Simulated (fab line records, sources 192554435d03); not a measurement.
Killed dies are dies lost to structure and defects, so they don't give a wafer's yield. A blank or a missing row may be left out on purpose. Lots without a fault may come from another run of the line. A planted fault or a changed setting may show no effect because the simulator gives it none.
Chamber matching | flow n5_finfet | N5_BEOL_M11_ETCH_65 on rie_diel-06: 4 sister chambers
The step etches SiARC in CF4, target depth 39 nm, time 65 s. 8 wafers are shown with their chamber, then 8 later ones without.

WAFERS WITH THEIR CHAMBER
wafer  | chamber | showerhead_plenum_p_Torr (Torr) | oes_product_au (a.u.)
L074.6 | 2       | 2.11                            | 0.59
L077.2 | 3       | 2.08                            | 0.71
L076.1 | 2       | 2.11                            | 0.58
L078.1 | 1       | 2.25                            | 0.72
L090.3 | 0       | 2.08                            | 0.75
L090.4 | 0       | 2.08                            | 0.76
L090.6 | 3       | 2.07                            | 0.69
L092.1 | 1       | 2.24                            | 0.70

WAFERS WITHOUT THEIR CHAMBER
wafer  | showerhead_plenum_p_Torr (Torr) | oes_product_au (a.u.)
L092.2 | 2.07                            | 0.67
L092.3 | 2.10                            | 0.80
L092.4 | 2.08                            | 0.73
L092.5 | 2.10                            | 0.80
L092.6 | 2.24                            | 0.70
L096.3 | 2.10                            | 0.77
L096.4 | 2.07                            | 0.67
L096.6 | 2.24                            | 0.69

WHICH CHAMBER EACH WENT THROUGH
wafer  | from the rows above     | in truth
L092.2 | 3                       | 3
L092.3 | 0                       | 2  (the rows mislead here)
L092.4 | can't be placed: 0 or 3 | 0
L092.5 | 0                       | 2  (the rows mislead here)
L092.6 | 1                       | 1
L096.3 | 0                       | 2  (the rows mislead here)
L096.4 | 3                       | 3
L096.6 | 1                       | 1
Placed correctly: 4 of 8. Can't be placed from these rows: 1 (the true chamber is among the candidates in 1). Placed wrongly: 3.
How it was worked out, from the rows above alone: a wafer's distance from a chamber is the root of the sum, over the readings, of the square of ((its reading less the chamber's mean) divided by the reading's scatter). The wafer belongs to the nearest chamber; if the next one is less than 2 further off, it can't be placed. A chamber's mean is the mean of its shown wafers. The scatter: the root of (the sum of the squares of (reading less its chamber's mean) over the shown wafers, divided by (wafers less chambers)).
